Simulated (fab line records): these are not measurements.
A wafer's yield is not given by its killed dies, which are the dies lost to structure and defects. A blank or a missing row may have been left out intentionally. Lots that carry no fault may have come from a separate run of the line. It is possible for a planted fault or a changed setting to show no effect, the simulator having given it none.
fab line records	flow n5_finfet
[record] lots = 7	wafers = 39
route steps=1938 shown FIN_SAQP@120 DUMMY_GATE@234 BEOL_M0_SAQP@695 BEOL_M2@890 BEOL_M6@1253 BEOL_M9@1440
start_h: the number of hours between the record's first day and the start of the first shown wafer of the lot	wait_h: hours elapsed since this lot's preceding step	" same as the row above	L1.1+2: one row covering several wafers at once	- either no value or no given start	* or withheld: withheld	< > ~ a bound
route shown NAME@n: a module of which the file shows steps, and the number in the route of the first	usual: mean and standard deviation over wafers with no fault	same: alike in all rows	chamber/n: place in a boat	sites: per-site readings	_std_site: the values' standard deviation	_edge_site: mean of outer sites minus mean of inner sites	radius_mm: for every site, how far away it sits from the centre of the wafer	mask NAME#n: copy n	behind: the last tool/chamber to shape the wafer	hold: why the lot went on hold/how many hours it stayed there/how the hold came to an end	device: whichever transistor did not switch (one of n, p or np)	end of line: tests of these same wafers at the route's end	where a step has no rows: the recipe by itself	killed: the dies lost at the first sort to structure and to defects; this is not the yield of the wafer	map: shows each die of a wafer: x if killed, . if not, _ if none is there
set.NAME: the setting as run; set.NAME@STEP: as run at that earlier step	model.NAME: the simulator's own value behind a step, which no gauge read
lots where settings were altered on purpose, with a table for each step and a row for each wafer
[[steps]]
[step N5_FIN_SAQP_MANDREL_ETCH_22]
[recipe] target_depth_a = 600	chemistry = HBr/Cl2	target = a-Si	stop_on = SiNx	bt_time_s = 10	over_etch_frac = 0.5	time_s = 30	pressure_mtorr = 10	icp_w = 800	bias_w = 75	HBr_flow_sccm = 150	Cl2_flow_sccm = 80	ends = end_point
[usual] oes_product_au = 0.753/0.016
lot.wafer	tool	chamber	start_h	wait_h	set.target_depth_a	oes_product_au	model.SOC_of_FIN_SAQP_COAT_49.thk_nm
L075.1	rie_si-03	3	28.00	0.0	456.9	0.922	81.91
L075.2	"	0	"	"	456.9	0.882	82.02
L075.3	"	1	"	"	600	0.743	76.4
L075.4	"	2	"	"	600	0.764	75.46
L075.5	"	2	"	"	600	0.757	75.71
L075.6	"	3	"	"	456.9	0.929	81.84
L084.1	rie_si-03	3	82.93	0.0	600	0.767	76.42
L084.2	"	2	"	"	600	0.752	75.51
L084.3	"	0	"	"	600	0.739	76.18
L084.4	"	1	"	"	600	0.741	75.6
L084.5	"	2	"	"	600	0.751	75.47
L084.6	"	1	"	"	600	0.747	75.53
L087.1	rie_si-03	0	101.25	0.0	897.6	0.587	64.72
L087.2	"	2	"	"	600	0.742	75.55
L087.3	"	3	"	"	897.6	0.619	64.71
L087.4	"	1	"	"	600	0.743	75.45
L087.5	"	3	"	"	897.6	0.618	64.9
L087.6	"	2	"	"	600	0.749	75.68
L091.1	rie_si-03	1	124.84	0.0	600	0.712	75.4
L091.2	"	0	"	"	600	0.737	76.08
L091.3	"	2	"	"	600	0.748	75.49
L091.4	"	3	"	"	600	0.778	76.44
L091.5	"	1	"	"	600	0.734	75.96
L091.6	"	2	"	"	600	0.750	75.37
L093.1	rie_si-05	2	136.37	0.0	600	0.784	75.51
L093.2	"	0	"	"	600	0.772	76.49
L093.3	"	3	"	"	600	0.757	75.72
L093.4	"	1	"	"	600	0.764	76.79
L093.5	"	1	"	"	600	0.780	76.54
L093.6	"	0	"	"	600	0.778	76.16
L095.1	rie_si-03	3	148.69	0.0	600	0.760	76.17
L095.2	"	2	"	"	600	0.753	75.02
L095.3	"	0	"	"	600	0.745	75.8
L095.4	"	1	"	"	600	0.744	75.13
L095.5	"	0	"	"	600	0.745	75.89
L095.6	"	1	"	"	600	0.743	75.28
L097.1	rie_si-03	0	160.48	0.0	600	0.729	76.62
L097.4	"	2	"	"	600	0.755	75.94
L097.5	"	3	"	"	600	0.769	76.69
[step N5_FIN_SAQP_STRIP_55]
[recipe] chemistry = N2/H2	power_w = 500	temp_c = 40	pressure_mtorr = 50	rf_frequency_hz = 6e+07	overash_fraction = 0.3	bias_power_w = 28	h2_frac = 0.5	n2_flow_sccm = 300	h2_flow_sccm = 300
[step N5_FIN_SAQP_STRIP_23]
[recipe] chemistry = SPM	time_s = 750	temp_c = 130	h2so4_h2o2_vol_ratio = 4
[step N5_FIN_SAQP_MANDREL1_REMOVE_56]
[recipe] chemistry = HBr/Cl2/O2	bt_time_s = 10	target = a-Si	stop_on = SiNx	endpoint = OES-SiCl	over_etch_frac = 1	icp_w = 600	bias_w = 22	HBr_flow_sccm = 150	Cl2_flow_sccm = 80	O2_flow_sccm = 5	pressure_mtorr = 10
[step N5_FIN_SAQP_ETCH_57]
[recipe] chemistry = CH3F/O2	target = SiNx	mask_material = SiO2	target_depth_a = 325	time_s = 46.4	pressure_mtorr = 30	source_w = 395	bias_w = 73	Ar_flow_sccm = 150	CH3F_flow_sccm = 30	O2_flow_sccm = 20	ion_energy_ev = 120	ends = cleared
[usual] etch_rf_on_time_s = 46.3/1.1
lot.wafer	tool	chamber	start_h	wait_h	set.target_depth_a@FIN_SAQP_MANDREL_ETCH_22	etch_rf_on_time_s
L075.1	rie_diel-05	3	30.43	0.0	456.9	45.9
L075.2	"	1	"	"	456.9	46.8
L075.3	"	0	"	"	600	46.5
L075.4	"	2	"	"	600	45.9
L075.5	"	3	"	"	600	46.6
L075.6	"	0	"	"	456.9	46.5
L084.1	rie_diel-06	1	84.72	0.0	600	46.9
L084.2	"	2	"	"	600	47.8
L084.3	"	3	"	"	600	47.7
L084.4	"	0	"	"	600	47.3
L084.5	"	0	"	"	600	48.4
L084.6	"	3	"	"	600	47.7
L087.1	rie_diel-03	1	103.35	0.1	897.6	35.0
L087.2	"	3	"	"	600	45.5
L087.3	"	2	"	"	897.6	34.6
L087.4	"	0	"	"	600	46.0
L087.5	"	3	"	"	897.6	35.3
L087.6	"	2	"	"	600	45.4
L091.1	rie_diel-05	2	126.68	0.0	600	45.8
L091.2	"	1	"	"	600	46.5
L091.3	"	3	"	"	600	45.8
L091.4	"	0	"	"	600	48.1
L091.5	"	1	"	"	600	46.7
L091.6	"	0	"	"	600	47.4
L093.1	rie_diel-03	0	138.29	0.1	600	45.4
L093.2	"	3	"	"	600	45.3
L093.3	"	2	"	"	600	46.0
L093.4	"	0	"	"	600	45.9
L093.5	"	2	"	"	600	46.1
L093.6	"	3	"	"	600	46.6
L095.1	rie_diel-06	2	151.75	0.2	600	47.6
L095.2	"	0	"	"	600	45.9
L095.3	"	1	"	"	600	45.8
L095.4	"	3	"	"	600	46.3
L095.5	"	0	"	"	600	46.9
L095.6	"	3	"	"	600	46.0
L097.1	rie_diel-05	1	162.34	0.0	600	45.9
L097.4	"	0	"	"	600	46.4
L097.5	"	2	"	"	600	46.3
[step N5_DUMMY_GATE_DESCUM_20]
[recipe] chemistry = O2	time_s = 6.2	source_power_w = 50	bias_power_w = 20	pressure_mtorr = 20	rf_frequency_hz = 2.712e+07	temp_c = 40	resist = CAR-EUV	o2_flow_sccm = 225
lot.wafer	tool	chamber	start_h	wait_h	set.time_s	model.CAR-EUV_of_DUMMY_GATE_COAT_09.thk_nm
L075.1+2+4+5+6	rie_diel-01	0,1,2,2,3	56.49	1.8	6.2	26.4
L075.3	"	3	"	"	6.2	26.2
L084.1+2+3+4+5	rie_diel-02	2,1,3,0,1	110.04	0.0	6.2	26.4
L084.6	"	2	"	"	6.2	26.6
L087.1+3+4	rie_diel-01	1,0,0	126.74	0.1	9.62	24.8
L087.2+5+6	"	2,2,1	"	"	6.2	26.6
L091.1	rie_diel-04	0	147.55	0.0	6.2	26.4
L091.2+3	"	3,1	"	"	6.2	26.6
L091.4+5+6	"	2,1,2	"	"	8.263	25.4
L093.1+2+3+4+5+6	rie_diel-01	0,2,3,2,0,3	160.03	0.0	6.2	26.4
L095.1+2	rie_diel-02	0,2	173.02	0.0	6.2	26.6
L095.3+4+5	"	3,1,3	"	"	3.75	27.8
L095.6	"	0	"	"	6.2	26.4
L097.1+4+5	rie_diel-01	2,0,1	183.88	0.0	6.2	26.6
[step N5_DUMMY_GATE_ETCH_29]
[recipe] chemistry = N2/H2	target = underlayer	target_depth_a = 130	ion_energy_ev = 200	pressure_mtorr = 30	source_w = 840	bias_w = 150	n2_flow_sccm = 200	h2_flow_sccm = 200
lot.wafer	tool	chamber	start_h	wait_h	set.time_s@DUMMY_GATE_DESCUM_20	model.CAR-EUV_of_DUMMY_GATE_COAT_09.thk_nm
L075.1	rie_diel-01	0	56.55	0.0	6.2	18.2
L075.2+6	"	1,3	"	"	6.2	18.6
L075.3	"	3	"	"	6.2	18.4
L075.4+5	"	2	"	"	6.2	18.8
L084.1+6	rie_diel-02	2	110.10	0.0	6.2	19.2
L084.2+3+5	"	1,3,1	"	"	6.2	18.8
L084.4	"	0	"	"	6.2	18.6
L087.1	rie_diel-01	1	126.81	0.0	9.62	17.2
L087.2+5	"	2	"	"	6.2	19.2
L087.3+4	"	0	"	"	9.62	16.8
L087.6	"	1	"	"	6.2	19
L091.1	rie_diel-04	0	147.61	0.0	6.2	18.8
L091.2+3	"	3,1	"	"	6.2	19.2
L091.4	"	2	"	"	8.263	17.8
L091.5	"	1	"	"	8.263	18.2
L091.6	"	2	"	"	8.263	17.6
L093.1+3	rie_diel-01	0,3	160.10	0.0	6.2	18.6
L093.2	"	2	"	"	6.2	19
L093.4	"	2	"	"	6.2	19.2
L093.5	"	0	"	"	6.2	18.4
L093.6	"	3	"	"	6.2	18.8
L095.1+6	rie_diel-02	0	173.09	0.0	6.2	18.8
L095.2	"	2	"	"	6.2	19.4
L095.3+4	"	3,1	"	"	3.75	20
L095.5	"	3	"	"	3.75	20.2
L097.1	rie_diel-01	2	183.94	0.0	6.2	19
L097.4+5	"	0,1	"	"	6.2	18.6
[step N5_BEOL_M0_SAQP_CUT_ETCH_46]
[recipe] chemistry = N2/H2	target = SOC	target_depth_a = 1350	overetch_a = 270	temp_c = 40	time_s = 202.5	ion_energy_ev = 200	mask_material = SiARC	pressure_mtorr = 30	source_w = 840	bias_w = 150	n2_flow_sccm = 200	h2_flow_sccm = 200
lot.wafer	tool	chamber	start_h	wait_h	set.time_s	model.SiARC_of_BEOL_M0_SAQP_COAT_72.thk_nm	model.BEOL_M0_SAQP.cd_nm
L075.1	rie_diel-01	1	123.24	0.0	202.5	4.6	30.4
L075.2	"	2	"	"	202.5	5.2	29.6
L075.3	"	0	"	"	202.5	4.4	29.8
L075.4	"	3	"	"	202.5	5.2	30
L075.5	"	1	"	"	202.5	4.6	30.8
L075.6	"	0	"	"	202.5	4.4	29.6
L084.1	rie_diel-01	2	171.88	0.0	202.5	5.4	30.4
L084.2	"	0	"	"	202.5	4.4	30.2
L084.3	"	3	"	"	202.5	5	30.4
L084.4	"	1	"	"	202.5	4	30.2
L084.5	"	1	"	"	202.5	4.2	30.2
L084.6	"	2	"	"	202.5	5.4	30.8
L087.1	rie_diel-01	0	195.33	0.0	148.4	7.4	29
L087.2	"	1	"	"	148.4	7	28.8
L087.3	"	2	"	"	148.4	7.8	29.2
L087.4	"	3	"	"	202.5	5.2	30
L087.5	"	1	"	"	202.5	4.2	29.8
L087.6	"	0	"	"	202.5	4.6	30.2
L091.1	rie_diel-02	2	212.36	0.0	202.5	5.2	30
L091.2	"	3	"	"	92.33	10.4	27.8
L091.3	"	1	"	"	92.33	10.4	28.8
L091.4	"	0	"	"	92.33	10.6	28.2
L091.5	"	0	"	"	202.5	5.2	30.4
L091.6	"	1	"	"	202.5	5	30.6
L093.1	rie_diel-01	0	227.76	0.0	89.57	10.4	27.8
L093.2	"	2	"	"	89.57	10.8	28.4
L093.3	"	1	"	"	202.5	4	30.4
L093.4+6	"	3	"	"	202.5	5.2	30.4
L093.5	"	0	"	"	89.57	10.4	28
L095.1	rie_diel-01	1	238.60	0.0	202.5	4	29.8
L095.2	"	2	"	"	288.5	1	33.2
L095.3	"	0	"	"	288.5	0.2	33.8
L095.4	"	3	"	"	288.5	0.8	33.2
L095.5	"	3	"	"	202.5	5.2	30.2
L095.6	"	0	"	"	202.5	4.6	30.2
L097.1	rie_diel-02	1	248.73	0.0	202.5	5	30.4
L097.4	"	0	"	"	202.5	5.2	29.8
L097.5	"	2	"	"	202.5	5.2	29.4
[step N5_BEOL_M2_TRENCH_ETCH_37]
[recipe] chemistry = C4F6/O2	target_depth_a = 555.55	target = SiOC	time_s = 29.2	ion_energy_ev = 250	pressure_mtorr = 30	source_w = 355	bias_w = 185	Ar_flow_sccm = 300	C4F6_flow_sccm = 10	O2_flow_sccm = 10
lot.wafer	tool	chamber	start_h	wait_h	set.target_depth_a	model.etch.depth_nm	model.BEOL_M2.feature_depth_nm	model.TiN_of_BEOL_M2_HM_DEP_02.thk_nm
L075.1	rie_diel-06	3	-	-	749.8	74.19	74.2	17
L075.2	"	1	"	"	555.55	55.46	55.4	17.6
L075.3	"	0	"	"	749.8	73.68	73.6	16.8
L075.4	"	2	"	"	749.8	72.04	72	17
L075.5	"	2	"	"	555.55	53.7	53.6	17.8
L075.6	"	3	"	"	555.55	55.16	55.2	17.6
L084.1	rie_diel-05	3	-	-	719.9	74.98	75	16.4
L084.2	"	0	"	"	555.55	55.97	56	17.6
L084.3	"	2	"	"	719.9	72.65	72.6	16.4
L084.4	"	1	"	"	555.55	55.51	55.6	17.4
L084.5	"	3	"	"	555.55	58.15	58.2	17
L084.6	"	0	"	"	719.9	72.81	72.8	16.6
L087.1	rie_diel-06	1	-	-	555.55	55.66	55.6	17.8
L087.2	"	2	"	"	555.55	55.24	55.2	18
L087.3	"	3	"	"	555.55	54.85	54.8	17.6
L087.4	"	1	"	"	555.55	56.01	56	17.4
L087.5	"	3	"	"	555.55	54.75	54.8	17.8
L087.6	"	2	"	"	555.55	55.09	55	17.6
L091.1	rie_diel-05	2	-	-	555.55	56.2	56.2	17.4
L091.2	"	1	"	"	777.3	77.65	77.6	16.8
L091.3	"	3	"	"	555.55	58.02	58	17.2
L091.4	"	0	"	"	777.3	77.77	77.8	16.6
L091.5	"	3	"	"	777.3	81.45	81.4	16.2
L091.6	"	0	"	"	555.55	55.73	55.8	17.4
L093.1	rie_diel-06	1	-	-	296.6	29.76	29.8	18.8
L093.2	"	0	"	"	555.55	55.35	55.4	17.4
L093.3	"	2	"	"	555.55	54.56	54.6	17.4
L093.4	"	1	"	"	296.6	30.09	30	18.8
L093.5	"	0	"	"	296.6	29.78	29.8	18.6
L093.6	"	2	"	"	555.55	54.05	54	17.6
L095.1	rie_diel-03	0	-	-	555.55	55.28	55.2	17.8
L095.2	"	2	"	"	555.55	55.41	55.4	17.4
L095.3	"	1	"	"	555.55	55.75	55.8	17.8
L095.4	"	3	"	"	555.55	55.5	55.6	17.8
L095.5	"	3	"	"	555.55	55.62	55.6	17.6
L095.6	"	0	"	"	555.55	55.05	55	17.6
L097.1	rie_diel-03	2	-	-	555.55	56.31	56.4	17.8
L097.4	"	1	"	"	555.55	56.83	56.8	17.8
L097.5	"	3	"	"	555.55	56.12	56.2	17.6
[step N5_BEOL_M2_ETCH_41]
[recipe] chemistry = CH3F/O2	target = SiCN	target_depth_a = 299	taper_deg = 2	time_s = 52.5	ion_energy_ev = 120	mask_material = TiN	pressure_mtorr = 30	source_w = 395	bias_w = 75	Ar_flow_sccm = 150	CH3F_flow_sccm = 30	O2_flow_sccm = 20
[step N5_BEOL_M2_STRIP_97]
[recipe] chemistry = N2/H2	time_s = 10	power_w = 450	temp_c = 40	pressure_mtorr = 20	rf_frequency_hz = 6e+07	bias_power_w = 7	n2_flow_sccm = 200	h2_flow_sccm = 200
[step N5_BEOL_M2_OCD_MEAS_38]
[usual] trench_depth_nm = 55.7/1.2
lot.wafer	tool	chamber	start_h	wait_h	set.target_depth_a@BEOL_M2_TRENCH_ETCH_37	trench_depth_nm
L075.1	ocd-02	-	148.15	-	749.8	74.3
L075.2	"	-	"	"	555.55	55.8
L075.3	"	-	"	"	749.8	73.2
L075.4	"	-	"	"	749.8	71.7
L075.5	"	-	"	"	555.55	54.3
L075.6	"	-	"	"	555.55	54.8
L084.1	ocd-02	-	189.32	-	719.9	75.5
L084.2	"	-	"	"	555.55	56.4
L084.3	"	-	"	"	719.9	72.9
L084.4	"	-	"	"	555.55	55.2
L084.5	"	-	"	"	555.55	58.5
L084.6	"	-	"	"	719.9	72.9
L087.1	ocd-02	-	220.64	-	555.55	56.0
L087.2	"	-	"	"	555.55	55.3
L087.3	"	-	"	"	555.55	55.1
L087.4	"	-	"	"	555.55	55.9
L087.5	"	-	"	"	555.55	55.0
L087.6	"	-	"	"	555.55	55.1
L091.1	ocd-02	-	234.96	-	555.55	55.9
L091.2	"	-	"	"	777.3	78.1
L091.3	"	-	"	"	555.55	57.9
L091.4	"	-	"	"	777.3	78.2
L091.5	"	-	"	"	777.3	81.5
L091.6	"	-	"	"	555.55	55.7
L093.1	ocd-01	-	250.82	-	296.6	29.8
L093.2	"	-	"	"	555.55	54.9
L093.3	"	-	"	"	555.55	54.6
L093.4	"	-	"	"	296.6	29.8
L093.5	"	-	"	"	296.6	30.0
L093.6	"	-	"	"	555.55	54.3
L095.1	ocd-01	-	261.32	-	555.55	55.5
L095.2	"	-	"	"	555.55	55.5
L095.3	"	-	"	"	555.55	55.5
L095.4	"	-	"	"	555.55	55.6
L095.5	"	-	"	"	555.55	55.8
L095.6	"	-	"	"	555.55	55.5
L097.1	ocd-01	-	277.69	-	555.55	56.1
L097.4	"	-	"	"	555.55	56.8
L097.5	"	-	"	"	555.55	56.1
[step N5_BEOL_M2_SPUTTER_94]
[recipe] material = Cu	target_thk_a = 45	temp_c = -20	chamber_pressure_pa = 0.07	power_w = withheld	time_s = 8.29
lot.wafer	tool	chamber	start_h	wait_h	set.time_s
L075.1+4+6	pvd_sputter-03	-	152.71	0.1	12.98
L075.2+3+5	"	-	"	"	8.29
L084.1+2+6	pvd_sputter-01	-	192.46	0.1	11.12
L084.3+4+5	"	-	"	"	8.29
L087.1+2+3+4+5+6	pvd_sputter-03	-	223.44	0.1	8.29
L091.1+2+5	pvd_sputter-02	-	237.70	0.1	8.29
L091.3+4+6	"	-	"	"	9.698
L093.1+2+3+4+5+6	pvd_sputter-02	-	253.98	0.1	8.29
L095.1+4+6	pvd_sputter-01	-	265.51	0.1	10.56
L095.2+3+5	"	-	"	"	8.29
L097.1+4+5	pvd_sputter-02	-	280.51	0.1	8.29
[step N5_BEOL_M2_ANNEAL_95]
[recipe] temp_c = 400	time_s = 240	ambient = vacuum
[step N5_BEOL_M2_SPUTTER_96]
[recipe] material = Cu	target_thk_a = 45	temp_c = -20	chamber_pressure_pa = 0.07	power_w = withheld	time_s = 8.29
[step N5_BEOL_M2_ECD_50]
[recipe] material = Cu	target_thk_a = 3000
[step N5_BEOL_M2_ANNEAL_51]
[recipe] temp_c = 225	time_s = 90	ambient = N2
[step N5_BEOL_M2_CMP_52]
[recipe] stop_on = SiOC	t_overpolish_s = 6.8	down_force_psi = 1	platen_rpm = 50	clearing_platen_down_force_psi = 1.5	clearing_platen_rpm = 50	post_cmp_clean = cu_alkaline	target_thk_nm = 40	clearing_platen_pad_velocity_m_s = 0.99484	pad_velocity_m_s = 0.99484
lot.wafer	tool	chamber	start_h	wait_h	set.target_depth_a@BEOL_M2_TRENCH_ETCH_37	model.Cu_of_BEOL_M2_ECD_50.thk_nm
L075.4+1	cmp-01	0,3	153.43	0.1	749.8	-
L075.3	"	1	"	"	749.8	58.4
L075.2	"	2	"	"	555.55	38.4
L075.5	"	0	"	"	555.55	37.6
L075.6	"	1	"	"	555.55	-
L084.3	cmp-03	2	193.17	0.2	719.9	58.2
L084.2	"	3	"	"	555.55	-
L084.4	"	0	"	"	555.55	41
L084.1+6	"	1,2	"	"	719.9	-
L084.5	"	3	"	"	555.55	41.6
L087.1	cmp-01	0	224.17	0.3	555.55	40
L087.2	"	1	"	"	555.55	40.4
L087.3+4	"	2,3	"	"	555.55	39.8
L087.6	"	0	"	"	555.55	39
L087.5	"	1	"	"	555.55	41.4
L091.2	cmp-03	0	238.59	0.2	777.3	61.4
L091.1	"	1	"	"	555.55	42.2
L091.4	"	2	"	"	777.3	-
L091.3+6	"	3,0	"	"	555.55	-
L091.5	"	1	"	"	777.3	66.4
L093.1	cmp-04	0	254.69	0.3	296.6	15
L093.2	"	1	"	"	555.55	40.6
L093.3	"	2	"	"	555.55	40
L093.4	"	3	"	"	296.6	14.8
L093.5	"	0	"	"	296.6	12.8
L093.6	"	1	"	"	555.55	38.6
L095.2	cmp-03	3	266.22	0.2	555.55	37.4
L095.3	"	0	"	"	555.55	40.8
L095.4+1+6	"	1,2,3	"	"	555.55	-
L095.5	"	0	"	"	555.55	41
L097.1	cmp-01	0	281.22	0.3	555.55	38.6
L097.4+5	"	2,1	"	"	555.55	39
[step N5_BEOL_M6_CVD_78]
[recipe] material = Co	target_thk_a = 20	temp_c = withheld	precursor = CCTBA/H2	pressure_torr = 30	time_s = 142.3
lot.wafer	tool	chamber	start_h	wait_h	set.target_thk_a	model.Co_of_BEOL_M6_CVD_78.thk_nm
L075.1+5	cvd_co-01	0,2	189.18	0.0	27.69	2.8
L075.2	"	1	"	"	27.69	2.6
L075.3+4+6	"	2,0,1	"	"	20	2
L084.1+5	cvd_co-01	0,2	238.81	0.1	30.44	3.2
L084.2+4+6	"	2,0,1	"	"	20	2
L084.3	"	1	"	"	30.44	3
L087.1+4+5	cvd_co-01	1,1,2	267.72	0.1	15.82	1.6
L087.2+3	"	0,2	"	"	20	2.2
L087.6	"	0	"	"	20	2
L091.1	cvd_co-01	0	286.13	0.0	20	2
L091.2+6	"	1,0	"	"	20	1.8
L091.3+4	"	2	"	"	13.38	1.4
L091.5	"	1	"	"	13.38	1.2
L093.1+2+4	cvd_co-02	1,0,0	294.86	0.1	10.14	1
L093.3+5+6	"	2,2,1	"	"	20	2
L095.1+2+5	cvd_co-01	1,0,1	307.41	0.1	20	1.8
L095.3+4+6	"	2,2,0	"	"	20	2
L097.1+4	cvd_co-02	0	327.45	0.1	20	1.8
L097.5	"	1	"	"	20	2
[step N5_BEOL_M9_ETCH_66]
[recipe] chemistry = N2/H2	target = SOC	target_depth_a = 800	overetch_a = 160	mask_material = SiARC	temp_c = 40	time_s = 120	ion_energy_ev = 200	pressure_mtorr = 30	source_w = 840	bias_w = 150	n2_flow_sccm = 200	h2_flow_sccm = 200
lot.wafer	tool	chamber	start_h	wait_h	set.time_s	model.SiARC_of_BEOL_M9_COAT_64.thk_nm
L075.1+6	rie_diel-02	3	215.21	0.0	120	6.4
L075.2	"	1	"	"	148.6	5.2
L075.3+4	"	2,0	"	"	148.6	5.4
L075.5	"	2	"	"	120	6.6
L084.1	rie_diel-01	2	263.36	0.0	120	6.6
L084.2	"	1	"	"	164.8	3.6
L084.3	"	0	"	"	164.8	4
L084.4	"	3	"	"	164.8	4.4
L084.5	"	0	"	"	120	6.2
L084.6	"	1	"	"	120	6
L087.1+2+4	rie_diel-04	2,1,0	289.09	0.0	120	6.2
L087.3+5	"	3	"	"	153	5
L087.6	"	2	"	"	153	4.6
L091.1	rie_diel-01	3	308.05	0.0	120	6.6
L091.2	"	1	"	"	90.26	7.6
L091.3	"	2	"	"	90.26	8
L091.4	"	0	"	"	120	6.2
L091.5	"	0	"	"	120	6.4
L091.6	"	1	"	"	90.26	7.4
L093.1+4	rie_diel-02	0	314.98	0.0	120	6.6
L093.2+3+5+6	"	1,3,1,3	"	"	120	6.4
L095.1	rie_diel-01	0	327.87	0.0	120	6.2
L095.2	"	2	"	"	120	6.6
L095.3	"	3	"	"	120	6.4
L095.4	"	1	"	"	62.29	8.8
L095.5+6	"	3,2	"	"	62.29	9.2
L097.1	rie_diel-01	1	348.49	0.0	120	6
L097.4+5	"	3,2	"	"	120	6.6
[[key]]
[split] step = N5_FIN_SAQP_MANDREL_ETCH_22	setting = target_depth_a	stated = 600	by = wafer
[response] step = N5_FIN_SAQP_MANDREL_ETCH_22	reading = oes_product_au	change = -0.00347	per = 1%	r = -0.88
[response] step = N5_FIN_SAQP_MANDREL_ETCH_22	reading = model.SOC_of_FIN_SAQP_COAT_49.thk_nm	change = -0.224	per = 1%	r = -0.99
[response] step = N5_FIN_SAQP_ETCH_57	reading = etch_rf_on_time_s	change = *	per = 1%	r = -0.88
[split] step = N5_DUMMY_GATE_DESCUM_20	setting = time_s	stated = 6.2	by = wafer
[response] step = N5_DUMMY_GATE_DESCUM_20	reading = model.CAR-EUV_of_DUMMY_GATE_COAT_09.thk_nm	change = -0.0328	per = 1%	r = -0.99
[response] step = N5_DUMMY_GATE_ETCH_29	reading = model.CAR-EUV_of_DUMMY_GATE_COAT_09.thk_nm	change = -0.0356	per = 1%	r = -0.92
[split] step = N5_BEOL_M0_SAQP_CUT_ETCH_46	setting = time_s	stated = 202.5	by = wafer
[response] step = N5_BEOL_M0_SAQP_CUT_ETCH_46	reading = model.SiARC_of_BEOL_M0_SAQP_COAT_72.thk_nm	change = -0.099	per = 1%	r = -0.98
[response] step = N5_BEOL_M0_SAQP_CUT_ETCH_46	reading = model.BEOL_M0_SAQP.cd_nm	change = +0.0478	per = 1%	r = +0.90
[split] step = N5_BEOL_M2_TRENCH_ETCH_37	setting = target_depth_a	stated = 555.55	by = wafer
[response] step = N5_BEOL_M2_TRENCH_ETCH_37	reading = model.etch.depth_nm	change = +0.545	per = 1%	r = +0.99
[response] step = N5_BEOL_M2_TRENCH_ETCH_37	reading = model.BEOL_M2.feature_depth_nm	change = +0.544	per = 1%	r = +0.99
[response] step = N5_BEOL_M2_TRENCH_ETCH_37	reading = model.TiN_of_BEOL_M2_HM_DEP_02.thk_nm	change = -0.0243	per = 1%	r = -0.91
[response] step = N5_BEOL_M2_OCD_MEAS_38	reading = trench_depth_nm	change = +0.545	per = 1%	r = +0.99
[response] step = N5_BEOL_M2_CMP_52	reading = model.Cu_of_BEOL_M2_ECD_50.thk_nm	change = +0.554	per = 1%	r = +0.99
[split] step = N5_BEOL_M2_SPUTTER_94	setting = time_s	stated = 8.29	by = wafer
response none clear
[split] step = N5_BEOL_M6_CVD_78	setting = target_thk_a	stated = 20	by = wafer
[response] step = N5_BEOL_M6_CVD_78	reading = model.Co_of_BEOL_M6_CVD_78.thk_nm	change = +0.0203	per = 1%	r = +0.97
[split] step = N5_BEOL_M9_ETCH_66	setting = time_s	stated = 120	by = wafer
[response] step = N5_BEOL_M9_ETCH_66	reading = model.SiARC_of_BEOL_M9_COAT_64.thk_nm	change = -0.0545	per = 1%	r = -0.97
